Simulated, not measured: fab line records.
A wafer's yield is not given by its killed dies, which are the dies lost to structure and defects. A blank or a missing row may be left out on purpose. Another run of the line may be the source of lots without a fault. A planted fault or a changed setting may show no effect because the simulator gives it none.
Matching of chambers ; flow nand_harc ; NHARC_P_M2_CMP_23 on cmp-04: 4 sister chambers
The step polishes, t overpolish 20 s, target thk 144.3 nm. 4 wafers are shown with their chamber, then 7 later ones without.

== EACH WAFER AND ITS CHAMBER ==
wafer;chamber;motor_current_A (A)
L089.3;2;12.0
L089.5;1;11.9
L091.1;0;10.0
L091.3;3;10.7

== WAFERS WITH NO CHAMBER GIVEN ==
wafer;motor_current_A (A)
L091.4;11.8
L096.1;11.8
L096.5;11.8
L096.6;9.6
L097.1;10.0
L097.4;11.5
L097.5;9.8

== WHICH CHAMBER EACH ONE RAN IN ==
wafer;from the rows above;in truth
L091.4;can't be placed: 1 or 2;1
L096.1;can't be placed: 1 or 2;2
L096.5;can't be placed: 1 or 2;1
L096.6;0;0
L097.1;0;0
L097.4;can't be placed: 1 or 2 or 3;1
L097.5;0;0
Placed correctly: 3 of 7. These rows do not allow placing 4 (true chamber among the candidates in 4). 0 placed wrongly.
How it was worked out, from the rows above alone: a wafer's distance from a chamber is the root of the sum, over the readings, of the square of ((its reading less the chamber's mean) divided by the reading's scatter). The wafer belongs to the nearest chamber; if the next one is less than 2 further off, it can't be placed. A chamber's mean is the mean of its shown wafers. The scatter: root of mean squared gap, hidden wafer to nearest shown wafer, with one shown wafer a chamber.
